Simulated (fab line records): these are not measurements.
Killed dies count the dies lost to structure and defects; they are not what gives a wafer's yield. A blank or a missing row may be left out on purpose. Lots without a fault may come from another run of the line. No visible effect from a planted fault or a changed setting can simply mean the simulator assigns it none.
Comparing a struck lot with a sound one	flow nand harc	15 steps out of a route of 1159
Sound: wafers L405.2, L405.3, L405.5. Struck: wafer L394.3. (L394.4, L394.6 of the same lot were not struck and are left out.) The cause comes at the end.
Per side, at each step with rows, come the tool, then ch with its chambers, and then its first start. Under that, the readings that differ: sound wafers	struck wafers	difference of the means	sigmas: that difference in standard deviations of wafers without a fault.
alike: words and numbers the same on both sides, and readings whose means are apart by under 2 such deviations; not compared: readings that were withheld, readings missing a value for some wafer, numbers with overlapping values and no deviation given by the record, and bounds like >300 which may hide the same value.
A row with sigmas, a row that says differs or no value, or rows on one side alone: a step with any of these is where the two part. Non-overlapping numbers with no deviation appear without sigmas and do not part them. A reading that every wafer of one side lacks parts them only if that side has two wafers or more.

first, 1 step without rows for these wafers: NHARC_A_ONON_D1_DEP_03 (target thk 1000 nm).
NHARC_A_ONON_D1_THK_MEAS_05: measures by ellipsometry.
  sound on film metro-02 at day 12 15:03; struck on film metro-02 at day 10 13:00
  alike: thk nm
after that, 1 step with no rows for these wafers: NHARC_A_ONON_D1_DEP_06 (target thk 1000 nm).
NHARC_A_ONON_D1_THK_MEAS_08: measures by ellipsometry.
  sound on film metro-02 at day 12 15:37; struck on film metro-01 at day 10 13:34
reading	sound	struck	difference	sigmas
thk nm (nm)	1004 1006 1006	977	-28	-3
after that, 1 step with no rows for these wafers: NHARC_A_ONON_D1_DEP_09 (target thk 1000 nm).
NHARC_A_ONON_D1_THK_MEAS_11: measures by ellipsometry.
  sound on film metro-02 at day 12 16:11; struck on film metro-01 at day 10 14:07
  alike: thk nm
after that, 1 step with no rows for these wafers: NHARC_A_ONON_D1_DEP_12 (target thk 1000 nm).
NHARC_A_ONON_D1_THK_MEAS_14: measures by ellipsometry.
  sound on film metro-01 at day 12 16:44; struck on film metro-02 at day 10 14:41
  alike: thk nm
then, 2 steps without rows for these wafers: NHARC_A_ONON_D1_ANNEAL_15 (time 3600 s); NHARC_A_ONON_D1_DEP_16 (target thk 1000 nm).
NHARC_A_ONON_D1_THK_MEAS_18: measures by ellipsometry.
  sound on film metro-01 at day 13 00:40; struck on film metro-01 at day 11 01:38
  alike: thk nm
NHARC_A_ONON_D1_DEP_19: target thk 1000 nm.
  sound on pecvd onon-03 ch 0, day 13 00:47; struck on pecvd onon-02 ch 0, day 11 01:49
  alike: n2 flow sccm, sih4 flow sccm
NHARC_A_ONON_D1_THK_MEAS_21: measures by ellipsometry.
  sound on film metro-01 at day 13 01:14; struck on film metro-01 at day 11 02:13
reading	sound	struck	difference	sigmas
thk nm (nm)	1023 1023 1023	636	-387	-43
after that, 1 step with no rows for these wafers: NHARC_A_ONON_D1_DEP_22 (target thk 1000 nm).
-- the record jumps here: 11 days lie between the struck wafers' starts before and after (it left off in module A_ONON_D1 and takes up again in module END, whose first step shown is number 1159 of the route) --
NHARC_END_SORT_01:
  the record has rows for the struck wafers here (prober-01 ch 0, day 22 13:07) and none for the sound ones

## WHERE THEY PART
Earliest at NHARC_A_ONON_D1_THK_MEAS_08; latest, in this record, at NHARC_END_SORT_01.

WHY: whatever the simulator had introduced
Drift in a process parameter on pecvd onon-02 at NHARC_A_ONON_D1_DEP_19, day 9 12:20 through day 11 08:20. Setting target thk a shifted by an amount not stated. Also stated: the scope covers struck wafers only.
